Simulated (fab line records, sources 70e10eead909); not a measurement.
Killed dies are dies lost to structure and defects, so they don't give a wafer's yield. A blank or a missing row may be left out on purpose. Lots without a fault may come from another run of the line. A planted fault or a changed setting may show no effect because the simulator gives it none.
Tool commonality check | flow nand_harc | 2 lots, 6 wafers sampled

WHY IT WAS OPENED
At NHARC_END_SORT_01 the reading killed_at_array is flagged on 2 of 2 lots. Wafers without a fault read 27, standard deviation 10.
Rule: a lot is flagged when every wafer of it that has a number lies more than 4 standard deviations from that mean, or none has a number. The other lots count as sound.

lot  | measured     | on        | killed_at_array, wafer by wafer | flag
L944 | day 25 00:04 | prober-01 | 95 131 104                      | FLAGGED
L945 | day 25 00:50 | prober-02 | 93 86 75                        | FLAGGED
The numbers of the flagged lots are 97 on average: +70 against the usual, or +7 standard deviations.

WHICH TOOL RAN EACH LOT
The record holds 5 process steps before the reading, out of a route of 1159 steps. In each cell: the tool, then ch and the chambers that the sampled wafers went through, then the start.
lot  | flag    | NHARC_A_CONTACT_ETCH_88            | NHARC_A_CONTACT_ETCH_136             | NHARC_A_CONTACT_ETCH_138             | NHARC_A_CONTACT_ETCH_110         | NHARC_A_BLC_DEHYDRATE_00
L944 | FLAGGED | rie_diel-05 ch 0,1, day 21 19:01   | har_cap_etch-02 ch 0,1, day 21 20:26 | har_cap_etch-02 ch 0,1, day 21 20:41 | rie_diel-05 ch 0,2, day 21 22:32 | litho_track-04 ch 0, day 22 04:28
L945 | FLAGGED | rie_diel-05 ch 1,2,3, day 21 14:22 | har_cap_etch-03 ch 0,1, day 21 15:40 | har_cap_etch-03 ch 0,1, day 21 15:54 | rie_diel-11 ch 0,3, day 21 17:06 | litho_track-06 ch 0, day 22 01:47
What these steps do:
- NHARC_A_CONTACT_ETCH_88: etches the open film in CF4, target depth 39 nm, time 65 s.
- NHARC_A_CONTACT_ETCH_136: etches the open film in C4F8/O2/Ar, time 132 s, target depth 1287 nm.
- NHARC_A_CONTACT_ETCH_138: etches the open film in C4F8/O2/Ar, time 132 s, target depth 1289 nm.
- NHARC_A_CONTACT_ETCH_110: etches the open film in CF4/O2, target depth 50 nm, overetch 5 nm, time 27.5 s.
- NHARC_A_BLC_DEHYDRATE_00: time 120 s.
- NHARC_END_SORT_01

FLAGGED OVER TOTAL, TOOL BY TOOL (the gauges that took the reading come last)
step                     | tool            | lots run | flagged | share of the flagged lots | sound lots run after its first flagged lot
NHARC_A_CONTACT_ETCH_88  | rie_diel-05     | 2        | 2       | all                       | 0
NHARC_A_CONTACT_ETCH_136 | har_cap_etch-02 | 1        | 1       | some                      | 0
NHARC_A_CONTACT_ETCH_136 | har_cap_etch-03 | 1        | 1       | some                      | 0
NHARC_A_CONTACT_ETCH_138 | har_cap_etch-02 | 1        | 1       | some                      | 0
NHARC_A_CONTACT_ETCH_138 | har_cap_etch-03 | 1        | 1       | some                      | 0
NHARC_A_CONTACT_ETCH_110 | rie_diel-05     | 1        | 1       | some                      | 0
NHARC_A_CONTACT_ETCH_110 | rie_diel-11     | 1        | 1       | some                      | 0
NHARC_A_BLC_DEHYDRATE_00 | litho_track-04  | 1        | 1       | some                      | 0
NHARC_A_BLC_DEHYDRATE_00 | litho_track-06  | 1        | 1       | some                      | 0
NHARC_END_SORT_01        | prober-01       | 1        | 1       | some                      | 0
NHARC_END_SORT_01        | prober-02       | 1        | 1       | some                      | 0

WHAT THE TABLE ALLOWS
1 row of the table ran every flagged lot: rie_diel-05 at NHARC_A_CONTACT_ETCH_88.
- rie_diel-05 at NHARC_A_CONTACT_ETCH_88: 2 of its 2 lots flagged. It ran no sound lot before its first flagged lot in this sample, so the start can't be narrowed down.
One tool is left: rie_diel-05 at NHARC_A_CONTACT_ETCH_88.

WHAT THE SIMULATOR HAD PUT IN
Chamber particle source: rie_diel-05, from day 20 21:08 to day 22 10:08, at NHARC_A_CONTACT_ETCH_88. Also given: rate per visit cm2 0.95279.
Lots struck among those shown: L944, L945. The rule above found the same.
